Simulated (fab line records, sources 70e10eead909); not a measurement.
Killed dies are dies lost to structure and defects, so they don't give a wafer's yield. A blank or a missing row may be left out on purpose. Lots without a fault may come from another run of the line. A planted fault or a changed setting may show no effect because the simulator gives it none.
Chamber matching | flow nand_harc | NHARC_A_WL_FILL_STRIP_29 on rie_diel-07: 4 sister chambers
The step strips in O2, time 20 s. 4 wafers are shown with their chamber, then 9 later ones without.

WAFERS WITH THEIR CHAMBER
wafer  | chamber | drypump_motor_current_A (A)
L085.5 | 3       | 6.1
L090.3 | 0       | 5.2
L090.4 | 2       | 5.4
L090.5 | 1       | 5.9

WAFERS WITHOUT THEIR CHAMBER
wafer  | drypump_motor_current_A (A)
L092.1 | 6.1
L092.5 | 6.1
L092.6 | 5.3
L093.2 | 6.1
L093.3 | 5.4
L093.6 | 6.1
L097.2 | 6.1
L097.3 | 6.0
L097.4 | 5.4

WHICH CHAMBER EACH WENT THROUGH
wafer  | from the rows above     | in truth
L092.1 | 3                       | 3
L092.5 | 3                       | 3
L092.6 | can't be placed: 0 or 2 | 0
L093.2 | 3                       | 3
L093.3 | 2                       | 2
L093.6 | 3                       | 3
L097.2 | 3                       | 3
L097.3 | can't be placed: 1 or 3 | 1
L097.4 | 2                       | 2
Placed correctly: 7 of 9. Can't be placed from these rows: 2 (the true chamber is among the candidates in 2). Placed wrongly: 0.
How it was worked out, from the rows above alone: a wafer's distance from a chamber is the root of the sum, over the readings, of the square of ((its reading less the chamber's mean) divided by the reading's scatter). The wafer belongs to the nearest chamber; if the next one is less than 2 further off, it can't be placed. A chamber's mean is the mean of its shown wafers. The scatter: with one shown wafer a chamber, the root of the mean of the squares of how far each hidden wafer lies from its nearest shown one.
